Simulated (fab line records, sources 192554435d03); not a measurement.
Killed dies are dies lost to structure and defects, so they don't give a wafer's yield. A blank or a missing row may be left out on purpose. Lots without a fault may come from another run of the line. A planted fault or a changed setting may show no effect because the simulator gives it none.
Which tool did it? | flow n5_finfet | 22 lots, 66 wafers sampled, at 5 steps of a route of 1938

WHAT THE GAUGES READ, wafer by wafer
N5_GATE_CUT_OVL_MEAS_14.
lot  | measured     | on         | GATE_CUT_OVL (nm)
L074 | day 4 11:46  | overlay-02 | -0.2 0.8 1.3
L075 | day 4 21:03  | overlay-01 | 0.8 1.4 0.7
L076 | day 5 04:41  | overlay-02 | 0.8 1.7 -0.9
L077 | day 5 11:38  | overlay-02 | 1.4 -0.3 0.8
L078 | day 5 13:01  | overlay-02 | -0.2 -0.3 -0.6
L079 | day 5 19:07  | overlay-02 | 0.6 0.3 0.5
L080 | day 6 00:52  | overlay-01 | -0.4 -0.1 -0.5
L081 | day 6 10:10  | overlay-02 | -0.2 1.0 -0.3
L082 | day 6 16:22  | overlay-01 | -0.1 -0.6 -0.2
L084 | day 7 01:51  | overlay-02 | 0.1 -0.5 0.6
L085 | day 7 10:07  | overlay-02 | -0.3 -0.2 0.7
L086 | day 7 12:38  | overlay-02 | -0.8 1.1 0.8
L087 | day 7 20:38  | overlay-01 | 1.0 1.6 0.4
L088 | day 8 01:38  | overlay-01 | 0.3 0.7 1.6
L089 | day 8 05:06  | overlay-02 | -0.3 0.6 2.2
L090 | day 8 11:44  | overlay-02 | -0.2 0.2 0.7
L092 | day 8 23:41  | overlay-02 | 0.7 0.6 -0.2
L093 | day 9 05:14  | overlay-01 | 0.9 0.4 1.2
L094 | day 9 13:49  | overlay-02 | -0.2 -0.2 -0.6
L095 | day 9 16:34  | overlay-02 | -0.9 0.2 -0.4
L096 | day 9 22:29  | overlay-02 | 0.5 -0.6 -0.4
L097 | day 10 03:48 | overlay-01 | 0.1 0.2 0.5

N5_MOL_CONTACT_COAG_INSPECT_10: inspects for defects (brightfield).
lot  | measured     | on                | raw_defect_count
L074 | day 4 15:56  | defect_inspect-01 | 71 44 89
L075 | day 5 01:14  | defect_inspect-01 | 65 85 44
L076 | day 5 09:32  | defect_inspect-01 | 94 95 113
L077 | day 5 15:41  | defect_inspect-01 | 71 59 52
L078 | day 5 16:52  | defect_inspect-02 | 67 120 77
L079 | day 5 22:58  | defect_inspect-01 | 39 49 88
L080 | day 6 05:14  | defect_inspect-02 | 178 73 109
L081 | day 6 14:10  | defect_inspect-01 | 63 63 84
L082 | day 6 20:15  | defect_inspect-02 | 57 103 47
L084 | day 7 05:41  | defect_inspect-02 | 65 60 66
L085 | day 7 14:37  | defect_inspect-01 | 70 83 97
L086 | day 7 16:36  | defect_inspect-02 | 159 116 104
L087 | day 8 00:35  | defect_inspect-02 | 123 84 72
L088 | day 8 05:46  | defect_inspect-02 | 60 61 78
L089 | day 8 09:12  | defect_inspect-01 | 78 47 119
L090 | day 8 15:39  | defect_inspect-02 | 120 74 98
L092 | day 9 03:36  | defect_inspect-01 | 69 52 67
L093 | day 9 09:12  | defect_inspect-01 | 104 101 54
L094 | day 9 17:47  | defect_inspect-01 | 57 57 66
L095 | day 9 20:42  | defect_inspect-02 | 62 61 69
L096 | day 10 02:26 | defect_inspect-02 | 73 89 38
L097 | day 10 07:58 | defect_inspect-02 | 50 55 78

WHICH TOOL RAN EACH LOT (tool, then ch and the chambers of the sampled wafers, then the start)
lot  | N5_GATE_CUT_DESCUM_18             | N5_GATE_CUT_ETCH_36               | N5_GATE_CUT_HM_OPEN_40
L074 | rie_diel-01 ch 0,1,2, day 4 11:51 | rie_diel-01 ch 0,1,2, day 4 11:54 | rie_diel-01 ch 0,1,2, day 4 12:01
L075 | rie_diel-01 ch 1,2, day 4 21:23   | rie_diel-01 ch 1,2, day 4 21:26   | rie_diel-01 ch 1,2, day 4 21:32
L076 | rie_diel-01 ch 1,2, day 5 04:59   | rie_diel-01 ch 1,2, day 5 05:02   | rie_diel-01 ch 1,2, day 5 05:08
L077 | rie_diel-01 ch 0,2,3, day 5 11:48 | rie_diel-01 ch 0,2,3, day 5 11:52 | rie_diel-01 ch 0,2,3, day 5 11:58
L078 | rie_diel-05 ch 0,1,2, day 5 13:06 | rie_diel-05 ch 0,1,2, day 5 13:10 | rie_diel-05 ch 0,1,2, day 5 13:16
L079 | rie_diel-04 ch 1,3, day 5 19:12   | rie_diel-04 ch 1,3, day 5 19:15   | rie_diel-04 ch 1,3, day 5 19:22
L080 | rie_diel-04 ch 0,3, day 6 00:56   | rie_diel-04 ch 0,3, day 6 01:00   | rie_diel-04 ch 0,3, day 6 01:07
L081 | rie_diel-05 ch 0,1,3, day 6 10:14 | rie_diel-05 ch 0,1,3, day 6 10:18 | rie_diel-05 ch 0,1,3, day 6 10:25
L082 | rie_diel-04 ch 1,2,3, day 6 16:28 | rie_diel-04 ch 1,2,3, day 6 16:31 | rie_diel-04 ch 1,2,3, day 6 16:38
L084 | rie_diel-01 ch 1,2,3, day 7 01:56 | rie_diel-01 ch 1,2,3, day 7 02:00 | rie_diel-01 ch 1,2,3, day 7 02:07
L085 | rie_diel-01 ch 0,2,3, day 7 10:15 | rie_diel-01 ch 0,2,3, day 7 10:18 | rie_diel-01 ch 0,2,3, day 7 10:25
L086 | rie_diel-05 ch 0,2,3, day 7 12:43 | rie_diel-05 ch 0,2,3, day 7 12:47 | rie_diel-05 ch 0,2,3, day 7 12:53
L087 | rie_diel-04 ch 2,3, day 7 20:43   | rie_diel-04 ch 2,3, day 7 20:46   | rie_diel-04 ch 2,3, day 7 20:53
L088 | rie_diel-05 ch 1,2,3, day 8 02:01 | rie_diel-05 ch 1,2,3, day 8 02:04 | rie_diel-05 ch 1,2,3, day 8 02:11
L089 | rie_diel-01 ch 0,2,3, day 8 05:12 | rie_diel-01 ch 0,2,3, day 8 05:15 | rie_diel-01 ch 0,2,3, day 8 05:22
L090 | rie_diel-05 ch 0,1, day 8 11:54   | rie_diel-05 ch 0,1, day 8 11:57   | rie_diel-05 ch 0,1, day 8 12:04
L092 | rie_diel-05 ch 1,2, day 8 23:49   | rie_diel-05 ch 1,2, day 8 23:52   | rie_diel-05 ch 1,2, day 8 23:58
L093 | rie_diel-04 ch 0,1,2, day 9 05:21 | rie_diel-04 ch 0,1,2, day 9 05:25 | rie_diel-04 ch 0,1,2, day 9 05:31
L094 | rie_diel-05 ch 2,3, day 9 13:54   | rie_diel-05 ch 2,3, day 9 13:58   | rie_diel-05 ch 2,3, day 9 14:04
L095 | rie_diel-05 ch 0,1,3, day 9 16:43 | rie_diel-05 ch 0,1,3, day 9 16:46 | rie_diel-05 ch 0,1,3, day 9 16:53
L096 | rie_diel-01 ch 2,3, day 9 22:40   | rie_diel-01 ch 2,3, day 9 22:44   | rie_diel-01 ch 2,3, day 9 22:50
L097 | rie_diel-01 ch 1,2, day 10 04:13  | rie_diel-01 ch 1,2, day 10 04:16  | rie_diel-01 ch 1,2, day 10 04:23
- N5_GATE_CUT_DESCUM_18: chemistry O2, time 7 s.
- N5_GATE_CUT_ETCH_36: etches SiARC in CF4, target depth 13 nm, time 21.7 s.
- N5_GATE_CUT_HM_OPEN_40: chemistry C4F6/O2, target SiO2, target depth 139 nm, time 85.1 s.

WHAT THE TOOLS THEMSELVES READ (means of the sampled wafers that have a number; where no wafer has one, the mark that the record gives instead)
N5_GATE_CUT_DESCUM_18.
lot  | tool        | drypump_motor_current_A (A) | oes_product_au (a.u.) | rf_vpp_V (V) | showerhead_plenum_p_Torr (Torr) | throttle_valve_pct (%)
L074 | rie_diel-01 | 5.8                         | 0.79                  | 244.7        | 2.16                            | 20.49
L075 | rie_diel-01 | 5.4                         | 0.85                  | 244.3        | 2.17                            | 20.33
L076 | rie_diel-01 | 5.8                         | 0.79                  | 244.0        | 2.18                            | 20.42
L077 | rie_diel-01 | 5.8                         | 0.86                  | 242.6        | 2.11                            | 20.40
L078 | rie_diel-05 | 5.4                         | 0.82                  | 243.9        | 2.15                            | 20.66
L079 | rie_diel-04 | 5.8                         | 0.78                  | 242.7        | 2.08                            | 20.70
L080 | rie_diel-04 | 5.8                         | 0.72                  | 242.9        | 2.07                            | 20.65
L081 | rie_diel-05 | 5.2                         | 0.84                  | 244.2        | 2.15                            | 20.51
L082 | rie_diel-04 | 5.7                         | 0.80                  | 242.1        | 2.05                            | 20.50
L084 | rie_diel-01 | 5.8                         | 0.83                  | 244.5        | 2.12                            | 20.33
L085 | rie_diel-01 | 5.9                         | 0.83                  | 242.4        | 2.10                            | 20.41
L086 | rie_diel-05 | 5.1                         | 0.79                  | 243.3        | 2.08                            | 20.50
L087 | rie_diel-04 | 5.7                         | 0.73                  | 242.7        | 2.05                            | 20.61
L088 | rie_diel-05 | 5.5                         | 0.85                  | 242.9        | 2.10                            | 20.52
L089 | rie_diel-01 | 5.8                         | 0.82                  | 243.6        | 2.10                            | 20.41
L090 | rie_diel-05 | 5.5                         | 0.83                  | 244.0        | 2.21                            | 20.71
L092 | rie_diel-05 | 5.7                         | 0.84                  | 244.5        | 2.16                            | 20.71
L093 | rie_diel-04 | 5.7                         | 0.78                  | 242.5        | 2.03                            | 20.44
L094 | rie_diel-05 | 5.2                         | 0.84                  | 241.3        | 2.02                            | 20.34
L095 | rie_diel-05 | 5.2                         | 0.82                  | 243.8        | 2.14                            | 20.54
L096 | rie_diel-01 | 5.5                         | 0.85                  | 242.7        | 2.10                            | 20.27
L097 | rie_diel-01 | 5.4                         | 0.79                  | 244.8        | 2.15                            | 20.40

N5_GATE_CUT_ETCH_36.
lot  | tool        | drypump_motor_current_A (A) | etch_rf_on_time_s (s) | oes_product_au (a.u.) | rf_vpp_V (V) | showerhead_plenum_p_Torr (Torr) | throttle_valve_pct (%)
L074 | rie_diel-01 | 5.8                         | 21.1                  | 0.68                  | 184.9        | 2.21                            | 15.66
L075 | rie_diel-01 | 5.4                         | 20.9                  | 0.74                  | 184.7        | 2.20                            | 15.44
L076 | rie_diel-01 | 5.8                         | 20.8                  | 0.68                  | 186.0        | 2.21                            | 15.46
L077 | rie_diel-01 | 5.8                         | 21.4                  | 0.74                  | 184.8        | 2.17                            | 15.70
L078 | rie_diel-05 | 5.4                         | 21.5                  | 0.70                  | 184.4        | 2.19                            | 15.71
L079 | rie_diel-04 | 5.8                         | 21.2                  | 0.67                  | 183.3        | 2.12                            | 15.87
L080 | rie_diel-04 | 5.8                         | 21.4                  | 0.62                  | 183.8        | 2.13                            | 15.95
L081 | rie_diel-05 | 5.2                         | 21.4                  | 0.72                  | 184.4        | 2.20                            | 15.66
L082 | rie_diel-04 | 5.7                         | 21.5                  | 0.68                  | 183.3        | 2.10                            | 15.69
L084 | rie_diel-01 | 5.8                         | 21.0                  | 0.72                  | 184.2        | 2.17                            | 15.52
L085 | rie_diel-01 | 5.9                         | 21.4                  | 0.71                  | 184.3        | 2.17                            | 15.72
L086 | rie_diel-05 | 5.1                         | 21.3                  | 0.68                  | 183.4        | 2.13                            | 15.64
L087 | rie_diel-04 | 5.7                         | 21.7                  | 0.64                  | 182.8        | 2.12                            | 15.88
L088 | rie_diel-05 | 5.5                         | 21.4                  | 0.72                  | 183.7        | 2.15                            | 15.60
L089 | rie_diel-01 | 5.9                         | 21.3                  | 0.71                  | 183.7        | 2.17                            | 15.73
L090 | rie_diel-05 | 5.5                         | 21.2                  | 0.71                  | 185.5        | 2.25                            | 15.77
L092 | rie_diel-05 | 5.8                         | 21.3                  | 0.72                  | 184.7        | 2.20                            | 15.72
L093 | rie_diel-04 | 5.7                         | 21.7                  | 0.66                  | 183.8        | 2.09                            | 15.67
L094 | rie_diel-05 | 5.2                         | 21.2                  | 0.71                  | 184.1        | 2.09                            | 15.54
L095 | rie_diel-05 | 5.2                         | 21.2                  | 0.70                  | 185.3        | 2.19                            | 15.68
L096 | rie_diel-01 | 5.5                         | 21.6                  | 0.73                  | 183.6        | 2.16                            | 15.52
L097 | rie_diel-01 | 5.4                         | 20.8                  | 0.69                  | 184.1        | 2.18                            | 15.52

N5_GATE_CUT_HM_OPEN_40.
lot  | tool        | drypump_motor_current_A (A) | etch_rf_on_time_s (s) | oes_product_au (a.u.) | rf_vpp_V (V) | showerhead_plenum_p_Torr (Torr) | throttle_valve_pct (%)
L074 | rie_diel-01 | 5.8                         | 91.3                  | 0.72                  | 674          | 2.92                            | 20.91
L075 | rie_diel-01 | 5.5                         | 92.1                  | 0.77                  | 663          | 2.91                            | 20.67
L076 | rie_diel-01 | 5.8                         | 90.5                  | 0.72                  | 664          | 2.91                            | 20.70
L077 | rie_diel-01 | 5.8                         | 91.2                  | 0.78                  | 673          | 2.89                            | 21.04
L078 | rie_diel-05 | 5.4                         | 92.1                  | 0.74                  | 659          | 2.91                            | 21.08
L079 | rie_diel-04 | 5.8                         | 96.9                  | 0.70                  | 668          | 2.83                            | 21.23
L080 | rie_diel-04 | 5.8                         | 93.9                  | 0.65                  | 672          | 2.83                            | 21.22
L081 | rie_diel-05 | 5.2                         | 91.5                  | 0.76                  | 659          | 2.92                            | 21.02
L082 | rie_diel-04 | 5.7                         | 95.9                  | 0.71                  | 656          | 2.79                            | 21.04
L084 | rie_diel-01 | 5.9                         | 94.1                  | 0.75                  | 662          | 2.87                            | 20.83
L085 | rie_diel-01 | 5.9                         | 91.1                  | 0.74                  | 672          | 2.88                            | 21.06
L086 | rie_diel-05 | 5.1                         | 91.8                  | 0.72                  | 655          | 2.83                            | 21.02
L087 | rie_diel-04 | 5.7                         | 95.8                  | 0.66                  | 659          | 2.81                            | 21.21
L088 | rie_diel-05 | 5.5                         | 94.1                  | 0.76                  | 656          | 2.86                            | 21.04
L089 | rie_diel-01 | 5.9                         | 91.9                  | 0.75                  | 673          | 2.88                            | 21.06
L090 | rie_diel-05 | 5.5                         | 93.2                  | 0.74                  | 662          | 2.98                            | 21.14
L092 | rie_diel-05 | 5.8                         | 90.7                  | 0.77                  | 660          | 2.93                            | 21.16
L093 | rie_diel-04 | 5.7                         | 95.0                  | 0.70                  | 655          | 2.78                            | 20.98
L094 | rie_diel-05 | 5.1                         | 91.7                  | 0.75                  | 652          | 2.78                            | 20.96
L095 | rie_diel-05 | 5.2                         | 92.6                  | 0.73                  | 659          | 2.91                            | 21.06
L096 | rie_diel-01 | 5.5                         | 92.6                  | 0.77                  | 662          | 2.86                            | 20.83
L097 | rie_diel-01 | 5.5                         | 92.3                  | 0.73                  | 662          | 2.89                            | 20.74

THE ANSWER, worked out from the rows above alone
Rule: what is usual is taken from the lots themselves. Put in order of their means at a reading, lots are off if they are a third of the lots or fewer, leave a main group of 4 or more, and stand apart from it by a gap of 3 or more times the standard deviation of the main group's means; of several such gaps the widest counts. A main group whose means are all the same, to the digits that the tables above print for the reading, isn't used. A lot without any number at a reading at which 4 lots or more have one is off too. The other lots that the step has rows for count as sound. The gauges are gone through in route order, then the tools' own readings, and for those a lot's mean is taken as printed above. The first step at which some lot is off is used, and at that step the reading that is off furthest; a lot without a number counts as furthest.
No lot is off at any reading shown: from this, nothing can be told.

WHAT THE SIMULATOR HAD PUT IN
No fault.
